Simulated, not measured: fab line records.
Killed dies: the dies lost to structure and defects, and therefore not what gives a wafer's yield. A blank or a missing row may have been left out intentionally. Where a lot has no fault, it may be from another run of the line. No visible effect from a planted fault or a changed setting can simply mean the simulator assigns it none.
Matching of chambers / flow n5Finfet / N5_GATE_CUT_ETCH_58 on rieDiel-04: 4 sister chambers
The step etches SiNx in CH3F/O2, target depth 17 nm, time 128.6 s. 4 wafers are shown with their chamber, then 9 later ones without.

WAFERS, EACH WITH ITS CHAMBER
wafer=L083.5; chamber=2; throttleValvePct (%)=15.9
wafer=L089.2; chamber=3; throttleValvePct (%)=16.8
wafer=L089.4; chamber=1; throttleValvePct (%)=16.2
wafer=L089.5; chamber=0; throttleValvePct (%)=16.0

WAFERS WITHOUT THEIR CHAMBER
wafer=L090.2; throttleValvePct (%)=16.2
wafer=L090.3; throttleValvePct (%)=16.0
wafer=L090.6; throttleValvePct (%)=16.9
wafer=L096.1; throttleValvePct (%)=16.8
wafer=L096.3; throttleValvePct (%)=16.2
wafer=L096.4; throttleValvePct (%)=16.0
wafer=L097.2; throttleValvePct (%)=16.2
wafer=L097.4; throttleValvePct (%)=16.0
wafer=L097.5; throttleValvePct (%)=16.9

EACH ONE'S CHAMBER
wafer=L090.2; from the rows above=1; in truth=1
wafer=L090.3; from the rows above=0; in truth=0
wafer=L090.6; from the rows above=3; in truth=3
wafer=L096.1; from the rows above=3; in truth=3
wafer=L096.3; from the rows above=1; in truth=1
wafer=L096.4; from the rows above=0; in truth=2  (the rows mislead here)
wafer=L097.2; from the rows above=1; in truth=1
wafer=L097.4; from the rows above=0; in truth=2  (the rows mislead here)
wafer=L097.5; from the rows above=3; in truth=3
Correctly placed: 7 of 9. Left unplaced by these rows: 0. 2 placed wrongly.
How it was worked out, from the rows above alone: a wafer's distance from a chamber is the root of the sum, over the readings, of the square of ((its reading less the chamber's mean) divided by the reading's scatter). If the next closest chamber is less than 2 further off than the closest, the wafer can't be placed; otherwise it belongs to the closest. For every chamber, the mean is computed from those of its wafers that are shown. The scatter: root of mean squared gap, hidden wafer to nearest shown wafer, with one shown wafer a chamber.
